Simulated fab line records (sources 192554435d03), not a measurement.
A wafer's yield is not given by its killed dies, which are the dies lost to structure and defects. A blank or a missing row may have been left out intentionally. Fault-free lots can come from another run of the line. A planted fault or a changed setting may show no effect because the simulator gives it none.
fab line records	flow n5Finfet
record lots=24	wafers=72	lastDay=18
route steps=1938 shown BEOL_M8@1374
lots untouched by any fault: they come from a run of this same line in which no faults occurred
startH: the number of hours between the record's first day and the start of the first shown wafer of the lot	waitH: how many hours have passed since the lot's step before this one	" the same as in the row above	L1.1+2: a single row standing in for several wafers	- value missing, or start not given	* or withheld: withheld	< > ~ a bound
route shown NAME@n: a module of which the file shows steps, and the number in the route of the first	usual: mean/standard deviation taken from wafers without a fault	same: alike in all rows	chamber/n: place in a boat	sites: each site's reading	_std_site: the values' standard deviation	_edge_site: outer sites' mean less inner sites'	radiusMm: for every site, how far away it sits from the centre of the wafer	mask NAME#n: copy n	behind: the most recent tool/chamber to have shaped the wafer	hold: reason for holding the lot/hours on hold/outcome of the hold	device: the transistor (n, p or np) that didn't switch	end of line: at the end of the route, the tests of the same wafers	where a step has no rows: the recipe by itself	killed: count of dies lost to structure and defects at first sort (not the wafer's yield)	map: the dies of a wafer, with x for killed, . for not killed, _ for no die there
set.NAME: the setting the step ran with; set.NAME@STEP: the setting that earlier step ran with	model.NAME: the simulator's own value behind a step, which no gauge read
one table for each step of the route and one row for each wafer, over a sample of lots
services: the hour from which a tool's chamber was out of use, counted from the record's first day as startH (under 0 if before that day), plus the number of hours and why
## steps
# step N5_BEOL_M8_VIA_ETCH_34
# recipe chemistry=C4F6/O2	target=SiCOH_lowk	targetDepthA=1255	maskMaterial=SOC	taperDeg=4	timeS=50.5	ionEnergyEv=250	pressureMtorr=30	sourceW=345	biasW=185	Ar_flow_sccm=300	C4F6_flow_sccm=10	O2_flow_sccm=10
# usual drypumpMotorCurrentA=5.4/0.4	oesProductAu=0.78/0.093	rfVppV=663/14	showerheadPlenumPTorr=2.88/0.067	throttleValvePct=20.90/0.21
lot.wafer	tool	chamber	startH	waitH	drypumpMotorCurrentA	oesProductAu	rfHoursCounterH	rfVppV	showerheadPlenumPTorr	throttleValvePct
L074.4	rieDiel-02	1	196.33	0.0	5.7	0.70	205	674	2.93	21.05
L074.5	"	2	"	"	5.4	0.71	-	675	2.93	21.02
L074.6	"	3	"	"	5.8	0.74	-	658	2.84	20.97
L076.2	rieDiel-01	2	212.81	0.0	4.9	0.72	206	677	2.83	21.02
L076.4	"	0	"	"	5.6	0.67	246	640	2.94	20.89
L076.6	"	2	"	"	4.8	0.71	-	676	2.83	21.03
L075.2	rieDiel-01	1	218.39	0.0	6.1	0.78	101	646	2.85	20.77
L075.3	"	0	"	"	5.6	0.66	248	640	2.94	20.88
L075.4	"	2	"	"	4.8	0.71	208	675	2.83	21.03
L077.3	rieDiel-06	2	233.80	0.0	5.0	0.72	187	675	2.97	20.80
L077.4	"	0	"	"	5.2	0.77	148	677	2.97	21.19
L077.5	"	1	"	"	5.6	0.70	-	683	2.92	20.79
L078.3	rieDiel-02	2	243.60	0.0	5.4	0.69	242	676	2.92	21.03
L078.4	"	1	"	"	5.7	0.69	223	674	2.93	21.11
L078.5	"	0	"	"	5.3	0.86	-	661	2.99	20.82
L080.1	rieDiel-02	3	246.64	0.0	5.8	0.73	162	659	2.83	21.03
L080.3	"	1	"	"	5.7	0.69	224	675	2.93	21.10
L080.4	"	0	"	"	5.2	0.86	56	661	2.99	20.85
L079.1	rieDiel-01	3	247.00	0.0	5.2	0.70	242	669	2.82	20.92
L079.4	"	3	"	"	5.2	0.69	-	668	2.82	20.92
L079.6	"	2	"	"	4.8	0.71	-	676	2.83	21.04
L081.2	rieDiel-06	2	266.49	0.0	4.9	0.71	203	674	2.96	20.85
L081.4	"	1	"	"	5.6	0.71	231	685	2.92	20.78
L081.6	"	3	"	"	5.7	0.89	-	644	2.78	21.01
L083.2	rieDiel-02	0	266.99	0.0	5.2	0.85	63	662	2.99	20.83
L083.4	"	0	"	"	5.2	0.86	-	661	2.99	20.84
L083.5	"	1	"	"	5.6	0.68	-	673	2.92	21.10
L084.2	rieDiel-01	1	273.91	0.0	6.1	0.76	122	647	2.84	20.80
L084.4	"	1	"	"	6.1	0.76	-	645	2.84	20.79
L084.5	"	2	"	"	4.8	0.70	-	675	2.82	21.07
L085.2	rieDiel-01	1	282.06	0.0	6.1	0.77	125	647	2.84	20.81
L085.4	"	0	"	"	5.6	0.95	-	640	2.94	20.47
L085.6	"	2	"	"	4.8	0.70	-	674	2.82	21.07
L082.1	rieDiel-01	0	282.46	0.0	5.6	0.95	12	641	2.94	20.50
L082.4	"	0	"	"	5.6	0.94	-	641	2.94	20.49
L082.6	"	2	"	"	4.8	0.70	-	676	2.82	21.08
L086.4	rieDiel-01	1	296.44	0.0	6.1	0.76	130	646	2.84	20.82
L086.5	"	0	"	"	5.6	0.93	-	640	2.94	20.48
L086.6	"	1	"	"	6.2	0.76	-	646	2.84	20.81
L087.4	rieDiel-02	0	300.36	0.0	5.3	0.83	74	661	2.99	20.86
L087.5	"	0	"	"	5.2	0.83	-	660	2.98	20.87
L087.6	"	1	"	"	5.7	0.67	-	675	2.92	21.11
L088.1	rieDiel-01	3	310.46	0.0	5.2	0.93	8	669	2.81	20.55
L088.2	"	2	"	"	4.8	0.69	241	675	2.82	21.10
L088.6	"	2	"	"	4.8	0.70	-	675	2.82	21.10
L089.1	rieDiel-06	2	318.64	0.0	5.0	0.70	218	676	2.95	20.86
L089.3	"	0	"	"	5.2	0.73	181	677	2.95	21.23
L089.5	"	1	"	"	5.6	0.69	-	683	2.91	20.80
L091.1	rieDiel-06	2	321.05	0.0	5.0	0.70	219	675	2.95	20.86
L091.5	"	2	"	"	5.0	0.70	-	677	2.95	20.86
L091.6	"	0	"	"	5.2	0.74	-	676	2.95	21.24
L090.2	rieDiel-02	0	321.23	0.0	5.2	0.82	83	660	2.98	20.87
L090.3	"	3	"	"	5.8	0.69	191	659	2.82	21.07
L090.4	"	0	"	"	5.2	0.82	-	662	2.98	20.88
L093.1	rieDiel-01	0	321.27	0.0	5.6	0.92	25	640	2.93	20.48
L093.3	"	2	"	"	4.8	0.69	245	675	2.82	21.12
L093.5	"	2	"	"	4.8	0.70	-	674	2.82	21.07
L096.1	rieDiel-06	2	327.45	0.0	5.0	0.70	221	674	2.95	20.88
L096.3	"	3	"	"	5.6	0.87	72	643	2.77	21.02
L096.5	"	0	"	"	5.2	0.73	-	676	2.95	21.24
L094.1	rieDiel-01	3	327.79	0.0	5.2	0.91	14	669	2.81	20.56
L094.2	"	1	"	"	6.1	0.75	140	645	2.84	20.83
L094.5	"	1	"	"	6.1	0.75	-	646	2.84	20.84
L092.1	rieDiel-06	2	328.05	0.0	5.0	0.70	221	675	2.95	20.86
L092.3	"	0	"	"	5.2	0.73	184	677	2.95	21.24
L092.6	"	0	"	"	5.2	0.74	-	677	2.95	21.24
L095.3	rieDiel-06	0	346.07	0.0	5.2	0.72	192	677	2.95	21.24
L095.5	"	2	"	"	5.0	0.69	-	676	2.95	20.87
L095.6	"	3	"	"	5.7	0.85	-	644	2.77	21.04
L097.2	rieDiel-06	1	363.70	0.0	5.6	0.94	9	684	2.91	20.44
L097.3	"	0	"	"	5.2	0.73	198	677	2.95	21.25
L097.4	"	2	"	"	5.0	0.68	238	676	2.94	20.89
# step N5_BEOL_M8_PRE_CLEAN_45
# recipe gas=H2/He	timeS=30	tempC=250
# usual heaterPowerW=323/31
lot.wafer	tool	chamber	startH	waitH	heaterPowerW
L074.4	pvdSputter-03	-	197.48	0.0	300
L074.5	"	-	"	"	373
L074.6	"	-	"	"	290
L076.2	pvdSputter-02	-	213.86	0.0	334
L076.4	"	-	"	"	298
L076.6	"	-	"	"	299
L075.2	pvdSputter-03	-	219.24	0.0	296
L075.3	"	-	"	"	350
L075.4	"	-	"	"	370
L077.3	pvdSputter-01	-	234.75	0.0	328
L077.4	"	-	"	"	399
L077.5	"	-	"	"	319
L078.3	pvdSputter-02	-	244.47	0.0	334
L078.4	"	-	"	"	347
L078.5	"	-	"	"	297
L080.1	pvdSputter-02	-	248.95	0.0	287
L080.3	"	-	"	"	323
L080.4	"	-	"	"	347
L079.1	pvdSputter-02	-	249.11	0.0	324
L079.4	"	-	"	"	329
L079.6	"	-	"	"	328
L081.2	pvdSputter-03	-	268.52	0.0	334
L081.4	"	-	"	"	366
L081.6	"	-	"	"	349
L083.2	pvdSputter-01	-	269.13	0.0	321
L083.4	"	-	"	"	300
L083.5	"	-	"	"	299
L084.2	pvdSputter-02	-	274.81	0.0	318
L084.4	"	-	"	"	307
L084.5	"	-	"	"	317
L085.2	pvdSputter-03	-	283.00	0.0	264
L085.4	"	-	"	"	331
L085.6	"	-	"	"	259
L082.1	pvdSputter-02	-	283.26	0.0	355
L082.4	"	-	"	"	323
L082.6	"	-	"	"	320
L086.4	pvdSputter-03	-	297.35	0.0	349
L086.5	"	-	"	"	365
L086.6	"	-	"	"	298
L087.4	pvdSputter-02	-	301.36	0.0	293
L087.5	"	-	"	"	334
L087.6	"	-	"	"	347
L088.1	pvdSputter-01	-	311.32	0.0	309
L088.2	"	-	"	"	305
L088.6	"	-	"	"	324
L089.1	pvdSputter-02	-	319.51	0.0	290
L089.3	"	-	"	"	315
L089.5	"	-	"	"	353
L091.1	pvdSputter-01	-	322.46	0.0	305
L091.5	"	-	"	"	300
L091.6	"	-	"	"	303
L090.2	pvdSputter-01	-	322.72	0.0	304
L090.3	"	-	"	"	315
L090.4	"	-	"	"	307
L093.1	pvdSputter-01	-	322.96	0.0	320
L093.3	"	-	"	"	300
L093.5	"	-	"	"	317
L096.1	pvdSputter-03	-	328.28	0.0	348
L096.3	"	-	"	"	306
L096.5	"	-	"	"	305
L094.1	pvdSputter-03	-	328.63	0.0	306
L094.2	"	-	"	"	357
L094.5	"	-	"	"	364
L092.1	pvdSputter-03	-	329.27	0.0	366
L092.3	"	-	"	"	344
L092.6	"	-	"	"	260
L095.3	pvdSputter-03	-	347.18	0.0	373
L095.5	"	-	"	"	309
L095.6	"	-	"	"	343
L097.2	pvdSputter-01	-	365.16	0.0	393
L097.3	"	-	"	"	318
L097.4	"	-	"	"	306
# step N5_BEOL_M8_SPUTTER_48
# recipe material=Cu	targetThkA=100	tempC=-20	biasV=60	powerW=26000	chamberPressurePa=0.13	timeS=1.667
# usual throttleValvePct=29.6/1
lot.wafer	tool	chamber	startH	waitH	throttleValvePct
L074.4	pvdSputter-03	-	198.03	0.0	29.4
L074.5	"	-	"	"	29.3
L074.6	"	-	"	"	29.5
L076.2	pvdSputter-03	-	214.42	0.1	29.1
L076.4	"	-	"	"	29.4
L076.6	"	-	"	"	29.0
L075.2	pvdSputter-03	-	219.96	0.1	29.4
L075.3	"	-	"	"	29.7
L075.4	"	-	"	"	29.4
L077.3	pvdSputter-02	-	237.00	1.5	29.0
L077.4	"	-	"	"	28.8
L077.5	"	-	"	"	28.5
L078.3	pvdSputter-03	-	245.74	0.5	28.9
L078.4	"	-	"	"	29.4
L078.5	"	-	"	"	29.4
L080.1	pvdSputter-02	-	249.55	0.1	29.2
L080.3	"	-	"	"	29.9
L080.4	"	-	"	"	28.6
L079.1	pvdSputter-02	-	249.95	0.1	29.7
L079.4	"	-	"	"	28.6
L079.6	"	-	"	"	29.6
L081.2	pvdSputter-01	-	269.59	0.2	28.0
L081.4	"	-	"	"	30.9
L081.6	"	-	"	"	31.8
L083.2	pvdSputter-01	-	269.85	0.1	27.9
L083.4	"	-	"	"	31.7
L083.5	"	-	"	"	30.7
L084.2	pvdSputter-01	-	275.36	0.1	30.0
L084.4	"	-	"	"	30.6
L084.5	"	-	"	"	30.7
L085.2	pvdSputter-01	-	283.87	0.1	29.8
L085.4	"	-	"	"	31.5
L085.6	"	-	"	"	29.8
L082.1	pvdSputter-01	-	284.51	0.4	28.2
L082.4	"	-	"	"	30.6
L082.6	"	-	"	"	30.9
L086.4	pvdSputter-03	-	298.06	0.0	28.8
L086.5	"	-	"	"	29.7
L086.6	"	-	"	"	29.2
L087.4	pvdSputter-03	-	302.06	0.1	28.6
L087.5	"	-	"	"	29.3
L087.6	"	-	"	"	28.8
L088.1	pvdSputter-03	-	312.06	0.2	28.5
L088.2	"	-	"	"	29.3
L088.6	"	-	"	"	28.9
L089.1	pvdSputter-01	-	321.64	1.1	28.2
L089.3	"	-	"	"	30.0
L089.5	"	-	"	"	31.5
L091.1	pvdSputter-01	-	323.30	0.2	30.0
L091.5	"	-	"	"	29.8
L091.6	"	-	"	"	31.8
L090.2	pvdSputter-01	-	323.54	0.2	31.5
L090.3	"	-	"	"	28.1
L090.4	"	-	"	"	29.7
L093.1	pvdSputter-01	-	323.96	0.1	30.1
L093.3	"	-	"	"	28.1
L093.5	"	-	"	"	31.8
L096.1	pvdSputter-03	-	329.15	0.1	29.5
L096.3	"	-	"	"	29.1
L096.5	"	-	"	"	29.2
L094.1	pvdSputter-02	-	329.30	0.1	29.1
L094.2	"	-	"	"	28.4
L094.5	"	-	"	"	29.7
L092.1	pvdSputter-02	-	329.92	0.1	29.3
L092.3	"	-	"	"	28.7
L092.6	"	-	"	"	29.1
L095.3	pvdSputter-02	-	347.79	0.1	29.7
L095.5	"	-	"	"	29.0
L095.6	"	-	"	"	30.0
L097.2	pvdSputter-01	-	367.22	1.1	29.9
L097.3	"	-	"	"	31.6
L097.4	"	-	"	"	31.0
# step N5_BEOL_M8_ANNEAL_51
# recipe tempC=225	timeS=90	ambient=N2
# usual annealTempCMax=226.36/0.28	wafer_temp_C_max=225.83/0.23
lot.wafer	tool	chamber	startH	waitH	annealTempCMax	wafer_temp_C_max
L074.4	rtpAnneal-02	0	198.60	0.4	226.36	225.78
L074.5	"	0	"	"	226.27	226.05
L074.6	"	0	"	"	226.54	226.25
L076.2	rtpAnneal-01	0	214.68	0.1	226.36	225.90
L076.4	"	0	"	"	226.17	225.86
L076.6	"	0	"	"	226.45	225.76
L075.2	rtpAnneal-02	0	220.34	0.2	225.96	225.41
L075.3	"	0	"	"	226.24	225.44
L075.4	"	0	"	"	225.81	225.33
L077.3	rtpAnneal-02	0	237.76	0.6	226.55	225.91
L077.4	"	0	"	"	226.42	225.94
L077.5	"	0	"	"	226.05	225.53
L078.3	rtpAnneal-01	0	246.20	0.3	226.00	225.95
L078.4	"	0	"	"	225.77	225.86
L078.5	"	0	"	"	226.13	226.01
L080.1	rtpAnneal-02	0	249.76	0.1	226.85	225.60
L080.3	"	0	"	"	226.60	226.13
L080.4	"	0	"	"	226.75	225.41
L079.1	rtpAnneal-02	0	250.30	0.2	226.45	225.79
L079.4	"	0	"	"	226.26	226.10
L079.6	"	0	"	"	226.44	225.89
L081.2	rtpAnneal-02	0	269.84	0.1	226.07	226.00
L081.4	"	0	"	"	226.42	225.81
L081.6	"	0	"	"	226.51	225.96
L083.2	rtpAnneal-02	0	270.11	0.1	226.59	225.75
L083.4	"	0	"	"	226.53	225.56
L083.5	"	0	"	"	226.74	225.63
L084.2	rtpAnneal-01	0	275.61	0.1	226.02	225.68
L084.4	"	0	"	"	226.41	225.57
L084.5	"	0	"	"	225.67	225.75
L085.2	rtpAnneal-02	0	284.13	0.1	226.34	225.68
L085.4	"	0	"	"	226.48	225.86
L085.6	"	0	"	"	226.74	225.65
L082.1	rtpAnneal-01	0	284.78	0.1	225.99	226.05
L082.4	"	0	"	"	226.44	225.84
L082.6	"	0	"	"	226.08	226.01
L086.4	rtpAnneal-01	0	298.40	0.2	225.94	226.28
L086.5	"	0	"	"	226.67	225.96
L086.6	"	0	"	"	226.12	226.06
L087.4	rtpAnneal-01	0	302.42	0.2	226.76	225.85
L087.5	"	0	"	"	226.35	225.86
L087.6	"	0	"	"	226.13	226.09
L088.1	rtpAnneal-02	0	312.45	0.2	226.45	225.53
L088.2	"	0	"	"	226.72	226.02
L088.6	"	0	"	"	226.40	225.76
L089.1	rtpAnneal-01	0	321.97	0.2	226.01	225.83
L089.3	"	0	"	"	226.19	226.18
L089.5	"	0	"	"	225.70	226.11
L091.1	rtpAnneal-02	0	323.52	0.1	226.41	226.01
L091.5	"	0	"	"	226.94	225.74
L091.6	"	0	"	"	226.90	226.14
L090.2	rtpAnneal-02	0	323.83	0.1	226.59	226.20
L090.3	"	0	"	"	226.29	225.69
L090.4	"	0	"	"	226.11	225.92
L093.1	rtpAnneal-02	0	324.18	0.1	227.10	225.96
L093.3	"	0	"	"	226.21	225.90
L093.5	"	0	"	"	226.74	225.63
L096.1	rtpAnneal-01	0	329.49	0.2	226.26	225.78
L096.3	"	0	"	"	226.37	225.65
L096.5	"	0	"	"	226.13	225.98
L094.1	rtpAnneal-02	0	329.60	0.2	226.80	225.49
L094.2	"	0	"	"	226.05	226.25
L094.5	"	0	"	"	226.17	225.94
L092.1	rtpAnneal-02	0	330.14	0.1	226.71	225.62
L092.3	"	0	"	"	226.64	225.79
L092.6	"	0	"	"	226.66	225.81
L095.3	rtpAnneal-01	0	348.10	0.1	226.55	225.51
L095.5	"	0	"	"	226.51	225.68
L095.6	"	0	"	"	226.29	225.62
L097.2	rtpAnneal-01	0	367.48	0.1	226.27	225.82
L097.3	"	0	"	"	226.26	225.88
L097.4	"	0	"	"	226.33	225.55
# step N5_BEOL_M8_CMP_52
# recipe stopOn=SiCOH_lowk	tOverpolishS=6.9	downForcePsi=1	platenRpm=50	clearingPlatenDownForcePsi=1.5	clearingPlatenRpm=50	postCmpClean=cuAlkaline	targetThkNm=80	clearingPlatenPadVelocityMS=0.99484	padVelocityMS=0.99484
# usual barrierFieldEndpointS=29.0/0.78	motorCurrentA=6.1/0.8	overpolishRunS=6.899/0.0082	slurryFilterDpKPa=13.49/0.15	timeToEndpointS=63/3.6
lot.wafer	tool	chamber	startH	waitH	barrierFieldEndpointS	motorCurrentA	overpolishRunS	slurryFilterDpKPa	timeToEndpointS
L074.4	cmp-03	0	198.84	0.2	28.3	7.1	6.894	13.58	61
L074.6	"	2	"	"	27.5	6.9	6.900	13.35	55
L074.5	"	3	"	"	28.1	5.0	6.906	13.50	59
L076.2	cmp-02	1	214.93	0.2	30.0	5.5	6.894	13.59	67
L076.4	"	2	"	"	29.9	5.9	6.903	13.70	63
L076.6	"	1	"	"	29.0	5.3	6.884	13.53	65
L075.4	cmp-02	3	220.59	0.1	29.3	7.2	6.910	13.49	62
L075.2	"	0	"	"	29.1	6.3	6.909	13.28	69
L075.3	"	1	"	"	30.1	5.5	6.899	13.26	69
L077.3	cmp-01	2	238.16	0.3	28.1	5.7	6.909	13.67	61
L077.4	"	3	"	"	27.7	6.5	6.909	13.61	57
L077.5	"	3	"	"	27.7	6.1	6.895	13.64	56
L078.4	cmp-03	2	246.45	0.2	28.6	7.0	6.896	13.46	59
L078.3	"	3	"	"	28.4	5.0	6.913	13.30	59
L078.5	"	1	"	"	29.5	6.5	6.894	13.49	64
L080.1	cmp-03	1	250.32	0.5	29.2	6.2	6.895	13.62	64
L080.3	"	2	"	"	29.2	7.3	6.902	13.52	61
L080.4	"	0	"	"	29.8	7.0	6.902	13.23	64
L079.4	cmp-03	3	250.92	0.3	30.1	4.7	6.898	13.58	64
L079.1	"	0	"	"	30.0	7.0	6.887	13.72	66
L079.6	"	3	"	"	29.6	4.9	6.893	13.51	64
L081.4	cmp-02	1	270.13	0.2	30.5	5.4	6.876	13.39	68
L081.2	"	3	"	"	28.5	7.8	6.895	13.49	63
L081.6	"	0	"	"	29.8	6.1	6.901	13.49	68
L083.4	cmp-01	3	270.40	0.2	28.4	6.1	6.890	13.58	58
L083.2	"	0	"	"	28.8	5.0	6.896	13.69	62
L083.5	"	2	"	"	29.1	5.8	6.901	13.62	63
L084.2	cmp-03	3	275.90	0.2	28.2	4.9	6.885	13.49	58
L084.4	"	1	"	"	28.7	6.1	6.889	13.32	59
L084.5	"	2	"	"	28.0	6.9	6.895	13.44	54
L085.2	cmp-02	0	284.61	0.4	29.5	6.3	6.908	13.63	67
L085.4	"	2	"	"	29.6	5.9	6.901	13.30	67
L085.6	"	3	"	"	29.1	7.3	6.907	13.48	64
L082.4	cmp-03	2	285.16	0.2	28.4	7.1	6.904	13.36	59
L082.1	"	3	"	"	30.1	5.2	6.897	13.42	67
L082.6	"	0	"	"	30.4	6.6	6.906	13.36	65
L086.4	cmp-01	3	298.65	0.2	27.5	6.2	6.902	13.37	55
L086.5	"	1	"	"	28.2	5.3	6.906	13.41	57
L086.6	"	2	"	"	29.0	5.8	6.888	13.48	61
L087.4	cmp-02	2	302.65	0.2	29.4	5.5	6.884	13.24	64
L087.6	"	0	"	"	29.9	6.1	6.895	13.51	66
L087.5	"	1	"	"	29.9	5.2	6.892	13.54	62
L088.2	cmp-01	3	312.82	0.3	27.1	6.3	6.900	13.68	58
L088.1	"	0	"	"	28.1	5.2	6.904	13.73	60
L088.6	"	2	"	"	29.5	5.8	6.898	13.48	64
L089.1	cmp-02	2	322.34	0.3	29.9	5.7	6.896	13.45	68
L089.3	"	3	"	"	30.1	7.5	6.888	13.54	64
L089.5	"	0	"	"	30.1	5.8	6.880	13.27	69
L091.1	cmp-01	1	323.89	0.3	29.7	5.1	6.895	13.62	60
L091.6	"	3	"	"	28.4	6.0	6.901	13.58	57
L091.5	"	0	"	"	29.3	5.1	6.885	13.39	61
L090.2	cmp-02	0	324.08	0.2	29.2	6.2	6.899	13.65	66
L090.4	"	1	"	"	30.4	5.4	6.902	13.42	69
L090.3	"	3	"	"	28.4	7.3	6.906	13.40	63
L093.1	cmp-03	0	324.47	0.3	29.8	7.0	6.890	13.73	67
L093.3	"	3	"	"	29.5	4.9	6.903	13.60	64
L093.5	"	0	"	"	29.8	7.1	6.903	13.38	68
L096.1	cmp-01	2	329.78	0.3	28.5	5.9	6.904	13.36	61
L096.3	"	1	"	"	28.3	5.5	6.907	13.52	61
L096.5	"	2	"	"	29.0	5.6	6.890	13.45	63
L094.2	cmp-03	1	329.89	0.2	29.2	5.9	6.901	13.26	65
L094.1	"	0	"	"	29.7	7.2	6.890	13.46	68
L094.5	"	1	"	"	29.6	6.0	6.908	13.57	64
L092.1	cmp-03	0	330.52	0.3	29.3	7.0	6.901	13.36	67
L092.3	"	1	"	"	29.2	6.5	6.902	13.51	67
L092.6	"	3	"	"	29.5	4.8	6.897	13.51	62
L095.3	cmp-03	0	348.38	0.2	28.6	6.8	6.916	13.67	67
L095.6	"	2	"	"	27.9	7.3	6.900	13.63	60
L095.5	"	3	"	"	28.7	5.2	6.895	13.34	65
L097.3	cmp-03	3	367.77	0.2	28.6	5.0	6.902	13.37	64
L097.2	"	0	"	"	30.1	6.7	6.891	13.36	67
L097.4	"	1	"	"	29.2	6.5	6.895	13.45	64
# step N5_BEOL_M8_INSPECT_58
# recipe inspectInstrument=darkfield	mode=postDep
# usual rawDefectCount=67/24
lot.wafer	tool	chamber	startH	waitH	rawDefectCount
L074.4	defectInspect-02	-	199.21	0.0	50
L074.5	"	-	"	"	42
L074.6	"	-	"	"	47
L076.2	defectInspect-01	-	215.41	0.0	49
L076.4	"	-	"	"	30
L076.6	"	-	"	"	32
L075.2	defectInspect-02	-	221.04	0.0	68
L075.3	"	-	"	"	45
L075.4	"	-	"	"	52
L077.3	defectInspect-01	-	238.61	0.0	71
L077.4	"	-	"	"	56
L077.5	"	-	"	"	67
L078.3	defectInspect-02	-	246.86	0.0	72
L078.4	"	-	"	"	47
L078.5	"	-	"	"	52
L080.1	defectInspect-02	-	250.78	0.0	50
L080.3	"	-	"	"	51
L080.4	"	-	"	"	75
L079.1	defectInspect-02	-	251.33	0.0	42
L079.4	"	-	"	"	80
L079.6	"	-	"	"	109
L081.2	defectInspect-02	-	270.55	0.0	100
L081.4	"	-	"	"	136
L081.6	"	-	"	"	72
L083.2	defectInspect-01	-	270.82	0.0	96
L083.4	"	-	"	"	72
L083.5	"	-	"	"	76
L084.2	defectInspect-02	-	276.31	0.0	64
L084.4	"	-	"	"	62
L084.5	"	-	"	"	53
L085.2	defectInspect-02	-	285.05	0.0	73
L085.4	"	-	"	"	84
L085.6	"	-	"	"	92
L082.1	defectInspect-02	-	285.54	0.0	32
L082.4	"	-	"	"	28
L082.6	"	-	"	"	57
L086.4	defectInspect-02	-	299.03	0.0	137
L086.5	"	-	"	"	100
L086.6	"	-	"	"	101
L087.4	defectInspect-02	-	303.03	0.0	80
L087.5	"	-	"	"	61
L087.6	"	-	"	"	51
L088.1	defectInspect-01	-	313.20	0.0	67
L088.2	"	-	"	"	58
L088.6	"	-	"	"	70
L089.1	defectInspect-01	-	322.71	0.0	126
L089.3	"	-	"	"	138
L089.5	"	-	"	"	113
L091.1	defectInspect-02	-	324.26	0.0	67
L091.5	"	-	"	"	64
L091.6	"	-	"	"	83
L090.2	defectInspect-02	-	324.53	0.0	127
L090.3	"	-	"	"	110
L090.4	"	-	"	"	44
L093.1	defectInspect-01	-	324.93	0.0	51
L093.3	"	-	"	"	59
L093.5	"	-	"	"	55
L096.1	defectInspect-02	-	330.24	0.0	74
L096.3	"	-	"	"	41
L096.5	"	-	"	"	72
L094.1	defectInspect-02	-	330.35	0.0	53
L094.2	"	-	"	"	65
L094.5	"	-	"	"	36
L092.1	defectInspect-02	-	330.90	0.0	61
L092.3	"	-	"	"	61
L092.6	"	-	"	"	58
L095.3	defectInspect-01	-	348.76	0.0	85
L095.5	"	-	"	"	48
L095.6	"	-	"	"	28
L097.2	defectInspect-02	-	368.18	0.0	60
L097.3	"	-	"	"	28
L097.4	"	-	"	"	49
## services
tool	chamber	startH	hours	kind
rieDiel-01	1	191.40	6.2	repair
pvdSputter-01	-	196.31	1.0	repair
rieDiel-06	2	200.16	11.6	repair
cmp-03	-	207.55	0.8	repair
cmp-01	-	211.13	4.0	repair
cmp-03	-	211.29	4.0	pm
rieDiel-06	1	236.41	28.9	repair
rieDiel-01	-	239.89	2.8	pm
cmp-02	-	248.31	0.8	repair
rieDiel-06	-	275.56	1.1	repair
cmp-01	-	280.86	1.0	repair
cmp-01	-	283.80	4.8	pm
cmp-03	-	287.73	5.6	repair
rieDiel-06	2	292.86	4.8	repair
pvdSputter-01	-	302.73	1.0	repair
cmp-03	-	304.46	0.3	repair
cmp-01	-	309.64	0.5	repair
rieDiel-02	1	313.80	7.5	repair
pvdSputter-02	-	321.35	3.9	repair
rieDiel-02	0	323.72	4.4	repair
cmp-02	-	327.07	0.5	repair
rieDiel-01	2	327.50	8.7	repair
cmp-02	-	345.81	4.0	pm
cmp-02	-	351.66	3.9	pm
## key
fault none
